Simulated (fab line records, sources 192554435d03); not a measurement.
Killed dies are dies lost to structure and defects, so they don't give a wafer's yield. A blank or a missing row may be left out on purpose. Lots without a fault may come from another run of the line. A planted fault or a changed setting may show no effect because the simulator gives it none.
fab line records | flow n5_finfet
record lots=11 wafers=32 last_day=18
route steps=1938 shown BEOL_M5@1138
lots that met no fault: from a run of the same line without faults
start_h: hours from the record's first day to the start of the lot's first wafer shown | wait_h: hours since the lot's step before | " the same as in the row above | L1.1+2: a row that stands for several wafers | - no value, or no start given | * or withheld: withheld | < > ~ a bound
route shown NAME@n: a module of which the file shows steps, and the number in the route of the first | usual: mean/standard deviation of fault-free wafers | same: alike in all rows | chamber/n: place in a boat | sites: the reading at each site | _std_site: their standard deviation | _edge_site: outer sites' mean less inner sites' | radius_mm: how far each site lies from the wafer's centre | mask NAME#n: copy n | behind: the tool/chamber that last shaped the wafer | hold: why the lot was held/for how many hours/how that ended | device: the transistor (n, p or np) that didn't switch | end of line: the same wafers' tests at the end of the route | a step without rows: its recipe alone | killed: dies lost to structure and defects at the first sort, not the wafer's yield | map: a wafer's dies, x killed, . not, _ none there
set.NAME: the setting as run; set.NAME@STEP: as run at that earlier step | model.NAME: the simulator's own value behind a step, which no gauge read
steps of the route over a sample of lots; a table a step, a row a wafer
services: from which hour (start_h, from the record's first day; less than 0 if before it) a tool's chamber was out of use, for how many hours, and why
## steps
# step N5_BEOL_M5_CD_MEAS_18
# recipe pitch_nm=56 target_cd_nm=28
# usual cd_nm=28.0/0.46
# columns lot.wafer tool chamber start_h wait_h cd_nm
L611.2 cd_sem-01 - 180.86 0.1 27.6
L611.3 " - " " 27.6
L611.5 " - " " 27.4
L613.1 cd_sem-01 - 199.27 0.1 27.7
L613.2 " - " " 28.4
L613.6 " - " " 28.4
L614.3 cd_sem-03 - 200.10 0.1 28.1
L614.4 " - " " 28.0
L614.5 " - " " 28.1
L617.1 cd_sem-01 - 216.44 0.0 28.0
L617.6 " - " " 28.2
L620.2 cd_sem-01 - 231.86 0.1 27.7
L620.3 " - " " 28.5
L620.4 " - " " 27.3
L619.2 cd_sem-02 - 235.04 0.1 28.1
L619.4 " - " " 27.7
L619.5 " - " " 28.3
L624.3 cd_sem-01 - 266.43 0.1 27.2
L624.4 " - " " 28.1
L624.6 " - " " 27.1
L630.1 cd_sem-01 - 296.77 0.1 27.8
L630.2 " - " " 28.4
L630.5 " - " " 28.5
L632.4 cd_sem-01 - 312.32 0.1 28.1
L632.5 " - " " 27.9
L632.6 " - " " 28.4
L631.1 cd_sem-03 - 314.53 0.0 27.9
L631.3 " - " " 28.3
L631.5 " - " " 27.6
L633.3 cd_sem-03 - 319.10 0.1 27.9
L633.5 " - " " 28.1
L633.6 " - " " 26.9
# step N5_BEOL_M5_ETCH_75
# recipe chemistry=N2/H2 target=underlayer target_depth_a=65 mask_material=CAR-EUV time_s=5.2 ion_energy_ev=200 pressure_mtorr=30 source_w=840 bias_w=150 n2_flow_sccm=200 h2_flow_sccm=200 ends=cleared
# usual bias_w=150.0/0.45 drypump_motor_current_A=5.76/0.3 etch_rf_on_time_s=5.21/0.22 oes_product_au=0.67/0.068 rf_vpp_V=523.4/2.7 showerhead_plenum_p_Torr=2.53/0.093 throttle_valve_pct=17.91/0.2
# columns lot.wafer tool chamber start_h wait_h bias_w drypump_motor_current_A etch_rf_on_time_s oes_product_au rf_hours_counter_h rf_vpp_V showerhead_plenum_p_Torr throttle_valve_pct
L611.2 rie_diel-03 0 181.48 0.0 150.5 6.42 5.28 0.78 9 522.0 2.48 17.58
L611.3 " 3 " " 150.0 5.69 5.30 0.64 172 520.6 2.44 18.13
L611.5 " 0 " " 149.7 6.42 5.26 0.79 - 520.0 2.48 17.60
L613.1 rie_diel-03 0 201.05 0.0 150.8 6.43 5.38 0.77 15 521.5 2.48 17.60
L613.2 " 1 " " 151.2 5.98 5.07 0.67 146 523.8 2.56 18.02
L613.6 " 1 " " 150.8 5.98 5.03 0.66 - 523.9 2.56 17.99
L614.3 rie_diel-06 0 201.07 0.0 149.4 5.56 5.30 0.73 43 523.2 2.48 17.67
L614.4 " 3 " " 149.6 5.88 4.85 0.68 - 521.1 2.42 17.69
L614.5 " 0 " " 150.1 5.55 5.23 0.75 - 520.8 2.48 17.66
L617.1 rie_diel-05 3 216.93 0.0 150.1 6.00 5.39 0.68 79 527.1 2.60 18.19
L617.6 " 0 " " 150.6 5.49 5.10 0.79 - 525.5 2.61 18.16
L620.2 rie_diel-05 2 233.08 0.0 150.2 5.33 5.60 0.58 210 524.8 2.48 17.71
L620.3 " 0 " " 149.4 5.51 5.08 0.79 32 523.2 2.61 18.17
L620.4 " 3 " " 149.7 5.97 5.42 0.68 83 525.9 2.59 18.21
L619.2 rie_diel-05 0 235.55 0.0 150.0 5.50 5.14 0.78 33 525.4 2.61 18.18
L619.4 " 2 " " 150.0 5.34 5.68 0.58 210 522.1 2.48 17.70
L619.5 " 2 " " 150.2 5.33 5.59 0.59 - 521.9 2.48 17.69
L624.3 rie_diel-05 3 267.76 0.0 149.6 5.94 5.43 0.67 91 525.1 2.59 18.20
L624.4 " 1 " " 149.3 5.80 5.03 0.63 186 525.8 2.64 17.87
L624.6 " 0 " " 150.9 5.49 5.07 0.78 - 525.9 2.61 18.18
L630.1 rie_diel-05 1 297.38 0.0 151.1 5.73 5.11 0.63 195 525.7 2.63 17.86
L630.2 " 0 " " 149.7 5.50 5.06 0.76 48 525.7 2.60 18.21
L630.5 " 1 " " 150.8 5.76 5.12 0.63 - 525.5 2.64 17.86
L632.4 rie_diel-06 3 313.13 0.0 150.0 5.87 4.96 0.65 174 520.5 2.41 17.76
L632.5 " 2 " " 150.6 5.34 5.00 0.78 - 525.6 2.73 17.91
L632.6 " 3 " " 150.1 5.88 4.96 0.64 - 520.2 2.41 17.77
L631.1 rie_diel-05 2 315.09 0.0 149.9 5.34 5.65 0.57 233 523.0 2.47 17.75
L631.3 " 0 " " 149.6 5.48 5.10 0.74 54 525.3 2.60 18.20
L631.5 " 3 " " 149.9 5.97 5.47 0.65 - 525.3 2.58 18.23
L633.3 rie_diel-03 2 323.45 0.0 149.8 6.02 5.09 0.58 247 520.5 2.40 17.86
L633.5 " 1 " " 150.3 5.97 5.14 0.65 - 524.8 2.54 18.05
L633.6 " 2 " " 149.5 6.05 5.05 0.57 - 521.4 2.40 17.88
# step N5_BEOL_M5_TRENCH_ETCH_37
# recipe chemistry=C4F6/O2 target_depth_a=716.52 target=SiCOH_lowk time_s=24.7 ion_energy_ev=250 pressure_mtorr=30 source_w=345 bias_w=185 Ar_flow_sccm=300 C4F6_flow_sccm=10 O2_flow_sccm=10
# usual bias_w=185.0/0.62 drypump_motor_current_A=5.75/0.3 oes_product_au=0.78/0.08 rf_vpp_V=667/14 showerhead_plenum_p_Torr=2.83/0.096 throttle_valve_pct=20.96/0.25
# columns lot.wafer tool chamber start_h wait_h bias_w drypump_motor_current_A oes_product_au rf_hours_counter_h rf_vpp_V showerhead_plenum_p_Torr throttle_valve_pct
L611.2 rie_diel-03 0 181.71 - 184.7 6.41 0.93 9 684 2.78 20.67
L611.3 " 3 " " 184.8 5.69 0.76 172 672 2.72 21.09
L611.5 " 0 " " 184.8 6.41 0.93 - 683 2.78 20.67
L613.1 rie_diel-03 0 201.29 - 184.2 6.40 0.91 16 683 2.77 20.67
L613.2 " 1 " " 184.6 5.92 0.77 146 650 2.84 20.86
L613.6 " 1 " " 185.1 5.97 0.77 - 650 2.84 20.87
L614.3 rie_diel-06 0 201.30 - 185.9 5.58 0.86 43 672 2.76 20.54
L614.4 " 3 " " 185.2 5.89 0.78 - 668 2.71 20.74
L614.5 " 0 " " 185.2 5.56 0.86 - 672 2.76 20.55
L617.1 rie_diel-05 3 217.16 - 184.2 5.97 0.80 79 683 2.91 21.25
L617.6 " 0 " " 186.2 5.52 0.94 - 665 2.90 21.19
L620.2 rie_diel-05 2 233.31 - 185.6 5.31 0.70 210 663 2.86 21.26
L620.3 " 0 " " 185.4 5.49 0.93 32 663 2.90 21.19
L620.4 " 3 " " 184.1 5.98 0.80 84 683 2.90 21.24
L619.2 rie_diel-05 0 235.78 - 185.2 5.51 0.92 33 665 2.90 21.20
L619.4 " 2 " " 184.6 5.33 0.69 210 662 2.86 21.25
L619.5 " 2 " " 185.9 5.32 0.69 - 661 2.86 21.27
L624.3 rie_diel-05 3 267.99 - 185.4 5.96 0.80 91 680 2.90 21.24
L624.4 " 1 " " 184.9 5.78 0.72 186 684 2.91 20.74
L624.6 " 0 " " 186.1 5.48 0.90 - 666 2.89 21.19
L630.1 rie_diel-05 1 297.61 - 148.3 5.78 0.70 195 572 2.91 20.74
L630.2 " 0 " " 147.6 5.50 0.87 48 556 2.89 21.21
L630.5 " 1 " " 148.6 5.76 0.70 - 574 2.91 20.75
L632.4 rie_diel-06 3 313.37 - 185.7 5.88 0.75 174 668 2.70 20.76
L632.5 " 2 " " 185.4 5.33 0.91 - 677 3.05 20.97
L632.6 " 3 " " 184.3 5.89 0.75 - 668 2.70 20.76
L631.1 rie_diel-05 2 315.32 - 148.2 5.33 0.65 233 555 2.85 21.29
L631.3 " 0 " " 147.9 5.50 0.85 54 558 2.89 21.21
L631.5 " 3 " " 147.7 5.92 0.74 - 570 2.89 21.27
L633.3 rie_diel-03 2 323.68 - 185.4 6.06 0.66 247 638 2.73 21.15
L633.5 " 1 " " 187.0 5.98 0.73 - 649 2.82 20.90
L633.6 " 2 " " 185.8 6.02 0.67 - 639 2.73 21.16
# step N5_BEOL_M5_OCD_MEAS_38
# usual trench_depth_nm=71.4/1.7
# columns lot.wafer tool chamber start_h wait_h trench_depth_nm
L611.2 ocd-01 - 181.88 - 71.4
L611.3 " - " " 70.7
L611.5 " - " " 71.3
L613.1 ocd-01 - 201.44 - 70.6
L613.2 " - " " 72.5
L613.6 " - " " 72.8
L614.3 ocd-02 - 201.46 - 71.2
L614.4 " - " " 74.1
L614.5 " - " " 70.5
L617.1 ocd-01 - 217.31 - 69.7
L617.6 " - " " 73.8
L620.2 ocd-01 - 233.46 - 68.3
L620.3 " - " " 73.0
L620.4 " - " " 70.0
L619.2 ocd-01 - 235.94 - 73.7
L619.4 " - " " 68.5
L619.5 " - " " 67.9
L624.3 ocd-02 - 268.14 - 69.9
L624.4 " - " " 71.5
L624.6 " - " " 72.7
L630.1 ocd-01 - 297.77 - 67.6
L630.2 " - " " 68.9
L630.5 " - " " 68.1
L632.4 ocd-02 - 313.52 - 73.0
L632.5 " - " " 73.2
L632.6 " - " " 73.2
L631.1 ocd-02 - 315.48 - 64.1
L631.3 " - " " 67.9
L631.5 " - " " 65.4
L633.3 ocd-01 - 323.84 - 71.7
L633.5 " - " " 70.6
L633.6 " - " " 70.8
# step N5_BEOL_M5_CD_MEAS_35
# recipe target_cd_nm=28 target_cd_y_nm=24 polarity=opening
# usual cd_nm=28.0/0.47
# columns lot.wafer tool chamber start_h wait_h cd_nm
L611.2 cd_sem-02 - 182.03 0.0 27.7
L611.3 " - " " 27.8
L611.5 " - " " 27.7
L613.1 cd_sem-03 - 201.59 0.0 27.4
L613.2 " - " " 28.7
L613.6 " - " " 28.2
L614.3 cd_sem-01 - 201.61 0.0 27.7
L614.4 " - " " 28.5
L614.5 " - " " 28.1
L617.1 cd_sem-02 - 217.46 0.0 28.8
L617.6 " - " " 28.3
L620.2 cd_sem-02 - 233.62 0.0 27.6
L620.3 " - " " 27.9
L620.4 " - " " 27.9
L619.2 cd_sem-02 - 236.09 0.0 27.6
L619.4 " - " " 27.5
L619.5 " - " " 28.6
L624.3 cd_sem-03 - 268.30 0.0 27.3
L624.4 " - " " 28.3
L624.6 " - " " 27.5
L630.1 cd_sem-03 - 297.92 0.0 27.7
L630.2 " - " " 28.4
L630.5 " - " " 28.6
L632.4 cd_sem-02 - 313.68 0.0 28.5
L632.5 " - " " 28.0
L632.6 " - " " 28.5
L631.1 cd_sem-03 - 315.63 0.0 27.4
L631.3 " - " " 28.4
L631.5 " - " " 27.7
L633.3 cd_sem-01 - 323.99 0.0 27.8
L633.5 " - " " 27.9
L633.6 " - " " 26.9
## services
# columns tool chamber start_h hours kind
rie_diel-06 3 165.87 11.5 repair
rie_diel-06 2 182.28 6.3 repair
rie_diel-06 2 188.79 - clean
rie_diel-06 2 188.79 - consumable_replace:focus_ring
rie_diel-06 2 188.79 - consumable_replace:showerhead
rie_diel-06 2 188.79 20.9 scheduled_down
rie_diel-06 2 188.79 20.9 vent_cycle
rie_diel-03 3 204.13 13.8 repair
rie_diel-06 - 216.83 4.3 pm
rie_diel-05 3 228.51 2.4 repair
rie_diel-06 2 235.86 5.7 repair
rie_diel-05 - 249.68 4.3 pm
rie_diel-05 - 290.91 0.9 repair
## key
first_sign step=N5_BEOL_M5_TRENCH_ETCH_37 reading=bias_w direction=down sigmas=60 usual=* struck=*
effect step=N5_BEOL_M5_TRENCH_ETCH_37 reading=rf_vpp_V direction=down sigmas=7.1 usual=667 struck=564
effect step=N5_BEOL_M5_OCD_MEAS_38 reading=trench_depth_nm direction=down sigmas=2.6 usual=71.4 struck=67.0
met_at N5_BEOL_M5_TRENCH_ETCH_37
struck_lots L630,L631
not_acting_at N5_BEOL_M5_CD_MEAS_18,N5_BEOL_M5_ETCH_75,N5_BEOL_M5_CD_MEAS_35
onset_between 267.99 297.61
fault kind=process_parameter_drift tool=rie_diel-05 chamber=- onset_h=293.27 steps=N5_BEOL_M5_TRENCH_ETCH_37 channel=bias_w offset=* shape=step end_h=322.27 acts_in=* stated=*
